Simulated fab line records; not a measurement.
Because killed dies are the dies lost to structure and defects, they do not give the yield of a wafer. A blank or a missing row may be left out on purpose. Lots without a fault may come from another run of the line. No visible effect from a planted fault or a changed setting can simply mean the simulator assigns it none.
Matching of chambers | flow n5Finfet | N5_BEOL_M4_STRIP_36 on rieDiel-01 has 4 sister chambers
The step strips in N2/H2. 22 wafers are shown with their chamber, then 11 later ones without.

== EACH WAFER AND ITS CHAMBER ==
wafer  | chamber | showerheadPlenumPTorr (Torr) | throttleValvePct (%) | drypumpMotorCurrentA (A)
L894.1 | 1       | 2.49                         | 23.9                 | 5.8
L894.3 | 3       | 2.69                         | 23.6                 | 6.5
L894.5 | 1       | 2.49                         | 23.9                 | 5.8
L895.1 | 0       | 2.49                         | 23.6                 | 5.6
L895.3 | 3       | 2.69                         | 23.7                 | 6.5
L895.6 | 1       | 2.49                         | 23.9                 | 5.8
L896.2 | 0       | 2.49                         | 23.6                 | 5.6
L896.3 | 1       | 2.49                         | 23.9                 | 5.9
L896.5 | 3       | 2.69                         | 23.6                 | 6.4
L897.2 | 1       | 2.49                         | 23.9                 | 5.8
L897.4 | 0       | 2.49                         | 23.6                 | 5.6
L897.6 | 3       | 2.69                         | 23.6                 | 6.5
L899.1 | 1       | 2.49                         | 24.0                 | 5.8
L899.2 | 2       | 2.47                         | 23.0                 | 5.0
L899.4 | 0       | 2.48                         | 23.6                 | 5.7
L900.1 | 2       | 2.47                         | 23.0                 | 5.1
L900.3 | 3       | 2.68                         | 23.6                 | 6.5
L900.4 | 0       | 2.48                         | 23.7                 | 5.7
L902.1 | 2       | 2.47                         | 23.0                 | 5.1
L902.4 | 1       | 2.48                         | 23.9                 | 5.8
L902.6 | 0       | 2.48                         | 23.6                 | 5.6
L904.2 | 0       | 2.48                         | 23.6                 | 5.7

SIGNATURES (means of the wafers above)
reading               | chamber 0 | chamber 1 | chamber 2 | chamber 3 | scatter within a chamber
showerheadPlenumPTorr | 2.4843    | 2.4886    | 2.4700    | 2.6880    | 0.00433
throttleValvePct      | 23.614    | 23.914    | 23.000    | 23.620    | 0.0374
drypumpMotorCurrentA  | 5.643     | 5.814     | 5.067     | 6.480     | 0.0474
Rule: a wafer's distance from a chamber is the root of the sum, over the readings, of the square of ((its reading less the chamber's mean) divided by the reading's scatter). The wafer belongs to the nearest chamber; if the next one is less than 2 further off, it can't be placed. How the scatter is found: for the shown wafers, subtract from each reading the mean of its chamber, square and add these, divide the total by (wafers less chambers), then take the root.

== WAFERS MISSING THEIR CHAMBER ==
wafer  | showerheadPlenumPTorr (Torr) | throttleValvePct (%) | drypumpMotorCurrentA (A)
L904.4 | 2.46                         | 23.0                 | 5.1
L904.5 | 2.48                         | 23.9                 | 5.8
L906.2 | 2.48                         | 23.6                 | 5.6
L906.4 | 2.68                         | 23.7                 | 6.5
L906.5 | 2.46                         | 23.0                 | 5.1
L908.1 | 2.47                         | 23.7                 | 5.7
L908.2 | 2.67                         | 23.7                 | 6.5
L908.5 | 2.47                         | 23.9                 | 5.8
L917.1 | 2.66                         | 23.7                 | 6.5
L917.3 | 2.47                         | 24.0                 | 5.8
L917.6 | 2.45                         | 23.0                 | 5.1

== WHICH CHAMBER EACH ONE RAN IN ==
wafer  | from the rows above | in truth
L904.4 | 2                   | 2
L904.5 | 1                   | 1
L906.2 | 0                   | 0
L906.4 | 3                   | 3
L906.5 | 2                   | 2
L908.1 | 0                   | 0
L908.2 | 3                   | 3
L908.5 | 1                   | 1
L917.1 | 3                   | 3
L917.3 | 1                   | 1
L917.6 | 2                   | 2
11 of 11 placed correctly. Left unplaced by these rows: 0. Wrongly placed: 0.
